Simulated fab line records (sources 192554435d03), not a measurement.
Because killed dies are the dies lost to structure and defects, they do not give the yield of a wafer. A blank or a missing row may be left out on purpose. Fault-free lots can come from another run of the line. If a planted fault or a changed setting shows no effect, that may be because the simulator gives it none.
Which tool did it? -- flow n5Finfet -- Sampling: 10 lots, 30 wafers, 3 of 1938 route steps

WHAT THE GAUGES SHOWED, per wafer
N5_SD_EPI_N_CD_MEAS_09: target cd 120 nm. Usual: cdNm 120.5 nm, standard deviation 0.69.
lot,measured,on,cdNm (nm),flag
L860,day 3 06:38,cdSem-02,120.8 119.2 119.8,
L861,day 3 07:17,cdSem-01,122.3 121.7 121.3,
L867,day 4 17:17,cdSem-01,119.5 119.7 120.1,
L868,day 5 03:22,cdSem-03,121.4 121.7 120.4,
L871,day 5 20:45,cdSem-03,119.5 120.5 120.1,
L872,day 6 01:10,cdSem-01,120.0 120.8 121.0,
L874,day 6 15:32,cdSem-02,119.0 119.8 120.4,
L881,day 8 06:40,cdSem-02,115.3 115.2 115.7,OFF
L882,day 8 18:11,cdSem-03,115.7 116.3 115.9,OFF
L883,day 8 21:05,cdSem-02,120.7 119.9 119.8,

EACH LOT AND THE TOOL THAT RAN IT (in order: tool; ch and the chambers of the sampled wafers; start)
lot,N5_DUMMY_GATE_HM_OPEN_21,N5_SD_EPI_N_EXPOSE_06
L860,"rieDiel-01 ch 0,2, day 3 04:52","arfiScanner-02 ch 0, day 3 06:31"
L861,"rieDiel-01 ch 0,1, day 3 05:11","arfiScanner-01 ch 0, day 3 07:10"
L867,"rieDiel-01 ch 0,2, day 4 15:46","arfiScanner-01 ch 0, day 4 17:10"
L868,"rieDiel-02 ch 1,2,3, day 5 01:27","arfiScanner-02 ch 0, day 5 03:16"
L871,"rieDiel-02 ch 0,2, day 5 19:13","arfiScanner-03 ch 0, day 5 20:38"
L872,"rieDiel-01 ch 0,2,3, day 5 23:31","arfiScanner-01 ch 0, day 6 01:03"
L874,"rieDiel-02 ch 0,1,3, day 6 13:35","arfiScanner-01 ch 0, day 6 15:25"
L881,"rieDiel-02 ch 0,1, day 8 05:08","arfiScanner-02 ch 0, day 8 06:32"
L882,"rieDiel-01 ch 0,3, day 8 16:40","arfiScanner-02 ch 0, day 8 18:04"
L883,"rieDiel-02 ch 0,2,3, day 8 18:32","arfiScanner-01 ch 0, day 8 20:58"
- N5_DUMMY_GATE_HM_OPEN_21: chemistry CH3F/O2, target SiNx, target depth 120 nm, time 171.4 s.
- N5_SD_EPI_N_EXPOSE_06: exposes mask SD N BLK, target cd 120 nm.

WHAT THE TOOLS THEMSELVES READ (means of the sampled wafers that have a number; where no wafer has one, the mark that the record gives instead)
N5_DUMMY_GATE_HM_OPEN_21. Usual: O2_flow_sccm 22.99 sccm, standard deviation 0.067; drypumpMotorCurrentA 5.7 A, standard deviation 0.37; oes_ar_750_au 0.77 a.u., standard deviation 0.064; oesProductAu 0.77 a.u., standard deviation 0.067; rfVppV 300 V, standard deviation 4.3; showerheadPlenumPTorr 2.02 Torr, standard deviation 0.067; throttleValvePct 16.61 %, standard deviation 0.23.
lot,tool,O2_flow_sccm (sccm),drypumpMotorCurrentA (A),oes_ar_750_au (a.u.),oesProductAu (a.u.),rfVppV (V),showerheadPlenumPTorr (Torr),throttleValvePct (%),flag
L860,rieDiel-01,22.99,5.6,0.76,0.76,300,2.05,16.67,
L861,rieDiel-01,22.96,5.8,0.76,0.76,299,2.03,16.68,
L867,rieDiel-01,22.91,5.7,0.76,0.75,299,2.05,16.69,
L868,rieDiel-02,23.03,5.4,0.72,0.72,298,2.01,16.81,
L871,rieDiel-02,22.94,5.7,0.84,0.83,297,1.99,16.29,
L872,rieDiel-01,22.98,5.9,0.74,0.74,300,2.01,16.64,
L874,rieDiel-02,22.91,5.5,0.86,0.87,304,2.08,16.43,
L881,rieDiel-02,23.05,5.7,0.80,0.81,302,2.01,16.29,
L882,rieDiel-01,22.93,6.2,0.72,0.72,301,1.95,16.60,
L883,rieDiel-02,23.02,5.5,0.84,0.84,301,2.05,16.49,

N5_SD_EPI_N_EXPOSE_06. Usual: exposureDoseMJCm2 39.72, standard deviation 0.038.
lot,tool,exposureDoseMJCm2,flag
L860,arfiScanner-02,39.73,
L861,arfiScanner-01,39.78,
L867,arfiScanner-01,39.73,
L868,arfiScanner-02,39.73,
L871,arfiScanner-03,39.73,
L872,arfiScanner-01,39.66,
L874,arfiScanner-01,39.73,
L881,arfiScanner-02,36.75,OFF
L882,arfiScanner-02,37.35,OFF
L883,arfiScanner-01,39.76,

THE ANSWER, worked out from the rows above alone
Rule: a lot is off if the mean of its wafers that have a number lies more than 3 standard deviations from the usual mean. A lot without any number at a reading at which 4 lots or more have one is off too. Any other lot the step has rows for is counted as sound. Order of review: gauges by route order, followed by the tools' own readings, for which a lot's mean as printed above is used. At the first step where some lot is off, the reading lying furthest off is the one used; lots without a number count as furthest.
Off at N5_SD_EPI_N_CD_MEAS_09 (cdNm): L881, L882.
If a tool, at a process step before that reading, ran all the lots that are off and no sound lot after the first of them, it fits. The gauges at N5_SD_EPI_N_CD_MEAS_09 aren't tried: what is off there is off at N5_SD_EPI_N_EXPOSE_06 too, on other tools, and a gauge's error can't cause that. One candidate fits, namely arfiScanner-02 at N5_SD_EPI_N_EXPOSE_06. A fault onset in the window from L868 (day 5 03:16, its last sound lot) to L881 (day 8 06:32, its first lot off) fits.
The tool's own readings at N5_SD_EPI_N_EXPOSE_06 bear it out: on the lots that are off they differ by more than 5 times the standard deviation of the sound lots' means. exposureDoseMJCm2 reads 37.05 there against 39.73 on the sound lots.

WHAT WAS PUT IN BY THE SIMULATOR
Process parameters drifting: arfiScanner-02 at N5_SD_EPI_N_EXPOSE_06, beginning at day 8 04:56. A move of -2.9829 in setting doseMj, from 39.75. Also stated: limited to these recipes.
Struck lots among those shown: L881, L882. This agrees with what the rule above found.
